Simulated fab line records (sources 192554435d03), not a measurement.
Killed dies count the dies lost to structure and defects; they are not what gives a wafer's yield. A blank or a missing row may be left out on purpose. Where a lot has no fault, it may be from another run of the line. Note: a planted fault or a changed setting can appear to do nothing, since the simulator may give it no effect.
Which of the tools did it?	flow n5Finfet	24 lots, 72 wafers sampled, at 5 steps of a route of 1938

WHAT EACH GAUGE READ, for each wafer
N5_GATE_CUT_INSPECT_26: inspects for defects (darkfield). Usual: rawDefectCount 36, standard deviation 15.
lot	measured	on	rawDefectCount	flag
L074	day 4 15:24	defectInspect-02	22 36 23	
L075	day 4 20:04	defectInspect-02	55 43 23	
L076	day 5 03:03	defectInspect-02	123 59 47	
L077	day 5 09:11	defectInspect-02	38 50 26	
L078	day 5 20:22	defectInspect-02	49 41 35	
L079	day 5 23:52	defectInspect-01	35 21 36	
L080	day 6 07:47	defectInspect-02	34 43 34	
L081	day 6 12:47	defectInspect-02	31 13 36	
L082	day 6 19:37	defectInspect-01	20 23 22	
L083	day 6 21:57	defectInspect-02	26 33 23	
L084	day 7 07:47	defectInspect-02	37 69 80	
L085	day 7 14:40	defectInspect-02	24 44 37	
L086	day 7 20:26	defectInspect-01	34 23 15	
L087	day 7 23:48	defectInspect-01	65 48 63	
L088	day 8 07:43	defectInspect-01	19 28 25	
L089	day 8 11:00	defectInspect-02	36 39 30	
L090	day 8 15:36	defectInspect-02	46 45 34	
L091	day 9 00:00	defectInspect-02	41 63 38	
L092	day 9 05:20	defectInspect-02	38 27 31	
L093	day 9 12:59	defectInspect-01	27 33 43	
L094	day 9 14:25	defectInspect-02	27 38 57	
L095	day 9 22:01	defectInspect-01	43 42 27	
L096	day 10 12:31	defectInspect-01	19 31 28	
L097	day 10 15:17	defectInspect-01	21 31 22	

N5_MOL_CONTACT_COAG_INSPECT_10: inspects for defects (brightfield). Usual: rawDefectCount 66, standard deviation 25.
lot	measured	on	rawDefectCount	flag
L074	day 4 15:47	defectInspect-01	48 68 46	
L075	day 4 20:27	defectInspect-01	94 79 50	
L076	day 5 03:27	defectInspect-01	206 108 92	
L077	day 5 09:34	defectInspect-01	55 88 61	
L078	day 5 20:44	defectInspect-01	75 65 53	
L079	day 6 00:22	defectInspect-02	66 39 55	
L080	day 6 08:10	defectInspect-01	71 70 57	
L081	day 6 13:11	defectInspect-01	41 34 91	
L082	day 6 20:08	defectInspect-01	50 45 46	
L083	day 6 22:20	defectInspect-02	62 58 56	
L084	day 7 08:19	defectInspect-02	77 116 134	
L085	day 7 15:03	defectInspect-02	44 78 58	
L086	day 7 20:58	defectInspect-01	65 30 37	
L087	day 8 00:11	defectInspect-01	112 68 98	
L088	day 8 08:07	defectInspect-01	33 37 51	
L089	day 8 11:23	defectInspect-02	73 67 62	
L090	day 8 15:59	defectInspect-01	86 69 70	
L091	day 9 00:31	defectInspect-01	73 115 74	
L092	day 9 05:43	defectInspect-02	67 58 50	
L093	day 9 13:22	defectInspect-01	61 45 63	
L094	day 9 14:56	defectInspect-01	55 74 118	
L095	day 9 22:24	defectInspect-01	74 57 59	
L096	day 10 13:01	defectInspect-01	48 55 50	
L097	day 10 15:40	defectInspect-02	37 48 48	

WHAT TOOL EACH LOT RAN ON (gives the tool, then ch and the chambers of the sampled wafers, and finally the start)
lot	N5_GATE_CUT_ETCH_28	N5_GATE_CUT_ETCH_47	N5_GATE_CUT_STRIP_21
L074	rieDiel-04 ch 2,3, day 4 12:04	rieMetal-02 ch 0,1, day 4 12:35	plasmaAsher-02 ch 0,1, day 4 12:43
L075	rieDiel-03 ch 0,1,3, day 4 16:40	rieMetal-01 ch 0,1, day 4 17:11	plasmaAsher-01 ch 0,1, day 4 17:19
L076	rieDiel-03 ch 0,2,3, day 4 23:43	rieMetal-01 ch 0,1, day 5 00:13	plasmaAsher-02 ch 0,1, day 5 00:22
L077	rieDiel-03 ch 0,2, day 5 05:52	rieMetal-03 ch 0,1, day 5 06:22	plasmaAsher-01 ch 0,1, day 5 06:30
L078	rieDiel-02 ch 0,1,3, day 5 16:23	rieMetal-02 ch 0, day 5 17:04	plasmaAsher-01 ch 0,1, day 5 17:19
L079	rieDiel-03 ch 1,2,3, day 5 20:15	rieMetal-02 ch 0, day 5 20:56	plasmaAsher-02 ch 0,1, day 5 21:11
L080	rieDiel-03 ch 2,3, day 6 04:27	rieMetal-02 ch 0,1, day 6 04:58	plasmaAsher-02 ch 0,1, day 6 05:07
L081	rieDiel-03 ch 0,1,2, day 6 09:27	rieMetal-01 ch 0,1, day 6 09:58	plasmaAsher-02 ch 0,1, day 6 10:07
L082	rieDiel-04 ch 1,2,3, day 6 15:56	rieMetal-01 ch 0,1, day 6 16:26	plasmaAsher-02 ch 1, day 6 16:35
L083	rieDiel-02 ch 0,2,3, day 6 18:38	rieMetal-02 ch 0,1, day 6 19:08	plasmaAsher-02 ch 0,1, day 6 19:17
L084	rieDiel-02 ch 0,1, day 7 03:53	rieMetal-03 ch 0,1, day 7 04:23	plasmaAsher-02 ch 0,1, day 7 04:43
L085	rieDiel-04 ch 2,3, day 7 10:47	rieMetal-01 ch 0, day 7 11:18	plasmaAsher-02 ch 0,1, day 7 11:26
L086	rieDiel-03 ch 0,1,2, day 7 17:04	rieMetal-03 ch 0,1, day 7 17:35	plasmaAsher-02 ch 0,1, day 7 17:43
L087	rieDiel-02 ch 0,1, day 7 20:28	rieMetal-03 ch 0,1, day 7 20:58	plasmaAsher-01 ch 0,1, day 7 21:07
L088	rieDiel-04 ch 0,2, day 8 03:54	rieMetal-02 ch 0,1, day 8 04:24	plasmaAsher-02 ch 0,1, day 8 04:35
L089	rieDiel-02 ch 0,3, day 8 07:41	rieMetal-03 ch 0,1, day 8 08:11	plasmaAsher-01 ch 0,1, day 8 08:20
L090	rieDiel-03 ch 0,2,3, day 8 12:17	rieMetal-02 ch 0,1, day 8 12:47	plasmaAsher-01 ch 0,1, day 8 12:55
L091	rieDiel-04 ch 0,1,3, day 8 19:03	rieMetal-01 ch 0,1, day 8 19:34	plasmaAsher-02 ch 0,1, day 8 19:42
L092	rieDiel-02 ch 0,1,3, day 9 02:00	rieMetal-02 ch 0,1, day 9 02:31	plasmaAsher-02 ch 0,1, day 9 02:40
L093	rieDiel-04 ch 0,1,2, day 9 09:36	rieMetal-01 ch 0,1, day 9 10:07	plasmaAsher-01 ch 0,1, day 9 10:15
L094	rieDiel-03 ch 0,1,2, day 9 11:01	rieMetal-03 ch 0,1, day 9 11:32	plasmaAsher-02 ch 0,1, day 9 11:40
L095	rieDiel-02 ch 0,1,3, day 9 18:40	rieMetal-03 ch 0,1, day 9 19:11	plasmaAsher-01 ch 0,1, day 9 19:20
L096	rieDiel-03 ch 0,2,3, day 10 08:51	rieMetal-01 ch 0,1, day 10 09:22	plasmaAsher-01 ch 0, day 10 09:30
L097	rieDiel-03 ch 0,1,2, day 10 11:57	rieMetal-01 ch 0,1, day 10 12:28	plasmaAsher-01 ch 0,1, day 10 12:36
- N5_GATE_CUT_ETCH_28: etches underlayer in N2/H2, target depth 13 nm, time 10.4 s.
- N5_GATE_CUT_ETCH_47: etches SiO2 in Cl2/BCl3, target depth 10 nm.
- N5_GATE_CUT_STRIP_21: strips in N2/H2, time 30 s.

AS READ BY THE TOOLS THEMSELVES (means over the sampled wafers that have a number; for cases with no such wafer, the mark the record gives instead)
N5_GATE_CUT_ETCH_28. Usual: drypumpMotorCurrentA 5.8 A, standard deviation 0.45; etchRfOnTimeS 10.43 s, standard deviation 0.17; oesProductAu 0.65 a.u., standard deviation 0.063; rfFwdPowerW 819.0 W, standard deviation 2.9; rfVppV 522.9 V, standard deviation 2.5; showerheadPlenumPTorr 2.50 Torr, standard deviation 0.084; throttleValvePct 17.85 %, standard deviation 0.22.
lot	tool	drypumpMotorCurrentA (A)	etchRfOnTimeS (s)	oesProductAu (a.u.)	rfFwdPowerW (W)	rfVppV (V)	showerheadPlenumPTorr (Torr)	throttleValvePct (%)	flag
L074	rieDiel-04	5.8	10.60	0.60	819.7	524.0	2.52	18.02	
L075	rieDiel-03	5.7	10.34	0.65	821.8	522.9	2.51	17.83	
L076	rieDiel-03	6.1	10.30	0.67	819.7	522.2	2.45	17.85	
L077	rieDiel-03	6.1	10.42	0.65	818.4	520.8	2.44	17.85	
L078	rieDiel-02	5.9	10.55	0.64	818.2	523.5	2.51	17.74	
L079	rieDiel-03	5.7	10.44	0.64	820.3	522.7	2.50	17.88	
L080	rieDiel-03	6.2	10.40	0.68	819.7	521.8	2.46	17.85	
L081	rieDiel-03	5.7	10.49	0.62	818.8	522.6	2.49	17.89	
L082	rieDiel-04	5.9	10.47	0.62	817.0	525.4	2.56	17.95	
L083	rieDiel-02	5.7	10.64	0.60	816.6	523.9	2.55	17.86	
L084	rieDiel-02	5.7	10.47	0.65	818.8	523.2	2.48	17.84	
L085	rieDiel-04	5.8	10.49	0.61	817.2	522.8	2.51	18.07	
L086	rieDiel-03	5.7	10.42	0.62	819.6	523.0	2.49	17.91	
L087	rieDiel-02	5.7	10.32	0.65	816.3	520.3	2.42	17.64	
L088	rieDiel-04	5.7	10.54	0.58	817.5	522.5	2.51	18.08	
L089	rieDiel-02	5.9	10.62	0.61	818.3	523.8	2.57	18.01	
L090	rieDiel-03	6.2	10.44	0.65	818.0	521.4	2.44	17.89	
L091	rieDiel-04	5.8	10.33	0.62	823.0	525.8	2.56	18.01	
L092	rieDiel-02	5.9	10.30	0.71	821.6	523.0	2.50	17.64	
L093	rieDiel-04	5.8	10.38	0.70	820.8	524.8	2.55	17.87	
L094	rieDiel-03	5.7	10.32	0.70	819.4	522.2	2.49	17.77	
L095	rieDiel-02	5.9	10.30	0.70	816.9	521.9	2.50	17.66	
L096	rieDiel-03	6.2	10.49	0.63	820.6	521.3	2.43	17.91	
L097	rieDiel-03	5.7	10.45	0.69	816.4	522.1	2.48	17.80	

N5_GATE_CUT_ETCH_47. Usual: drypumpMotorCurrentA 5.8 A, standard deviation 0.33; oesProductAu 0.79 a.u., standard deviation 0.12; rfFwdPowerW 983 W, standard deviation 5.1; throttleValvePct 22.65 %, standard deviation 0.11.
lot	tool	drypumpMotorCurrentA (A)	oesProductAu (a.u.)	rfFwdPowerW (W)	throttleValvePct (%)	flag
L074	rieMetal-02	6.2	0.69	977	22.67	
L075	rieMetal-01	5.5	0.75	990	22.76	
L076	rieMetal-01	5.4	0.75	988	22.77	
L077	rieMetal-03	6.0	0.71	982	22.58	
L078	rieMetal-02	6.2	0.85	982	22.67	
L079	rieMetal-02	6.1	0.84	984	22.69	
L080	rieMetal-02	6.1	0.90	982	22.60	
L081	rieMetal-01	5.5	0.73	991	22.77	
L082	rieMetal-01	5.5	0.82	986	22.71	
L083	rieMetal-02	6.2	0.92	979	22.50	
L084	rieMetal-03	6.0	0.71	981	22.58	
L085	rieMetal-01	5.5	0.90	986	22.67	
L086	rieMetal-03	6.0	0.70	978	22.59	
L087	rieMetal-03	6.0	0.70	983	22.58	
L088	rieMetal-02	6.2	0.86	980	22.59	
L089	rieMetal-03	6.0	0.70	982	22.59	
L090	rieMetal-02	6.2	0.86	977	22.60	
L091	rieMetal-01	5.4	0.72	990	22.78	
L092	rieMetal-02	6.2	0.89	981	22.52	
L093	rieMetal-01	5.5	0.81	987	22.74	
L094	rieMetal-03	6.0	0.69	980	22.60	
L095	rieMetal-03	5.9	0.73	981	22.60	
L096	rieMetal-01	5.4	0.72	988	22.79	
L097	rieMetal-01	5.5	0.79	988	22.73	

N5_GATE_CUT_STRIP_21. Usual: drypumpMotorCurrentA 5.5 A, standard deviation 0.48; heaterPowerW 321 W, standard deviation 63; tempC 250.03 C, standard deviation 0.18.
lot	tool	drypumpMotorCurrentA (A)	heaterPowerW (W)	tempC (C)	flag
L074	plasmaAsher-02	5.9	275	249.99	
L075	plasmaAsher-01	4.8	357	250.17	
L076	plasmaAsher-02	5.9	272	250.29	
L077	plasmaAsher-01	4.8	356	250.01	
L078	plasmaAsher-01	4.8	359	250.06	
L079	plasmaAsher-02	5.9	274	249.96	
L080	plasmaAsher-02	5.8	325	249.85	
L081	plasmaAsher-02	5.9	275	250.07	
L082	plasmaAsher-02	6.0	227	250.27	
L083	plasmaAsher-02	5.8	322	249.92	
L084	plasmaAsher-02	5.9	280	250.04	
L085	plasmaAsher-02	5.9	279	250.00	
L086	plasmaAsher-02	5.8	329	249.71	
L087	plasmaAsher-01	4.8	356	249.95	
L088	plasmaAsher-02	5.8	325	249.97	
L089	plasmaAsher-01	4.8	355	250.18	
L090	plasmaAsher-01	4.8	360	249.99	
L091	plasmaAsher-02	5.9	275	250.06	
L092	plasmaAsher-02	5.8	326	250.14	
L093	plasmaAsher-01	5.0	341	250.04	
L094	plasmaAsher-02	5.9	278	249.90	
L095	plasmaAsher-01	5.0	339	250.04	
L096	plasmaAsher-01	5.1	327	250.30	
L097	plasmaAsher-01	4.8	356	250.06	

THE ANSWER, worked out from the rows above alone
Rule: a lot counts as off when the mean over its wafers that have a number is more than 3 standard deviations away from the usual mean. A lot without any number at a reading at which 4 lots or more have one is off too. The other lots that the step has rows for count as sound. After the gauges, taken in route order, come the tools' own readings; for these a lot's mean is taken, as printed above. At the first step where some lot is off, the reading lying furthest off is the one used; lots without a number count as furthest.
None of the lots is off at any reading shown; this tells nothing.

WHAT THE SIMULATOR HAD PUT IN
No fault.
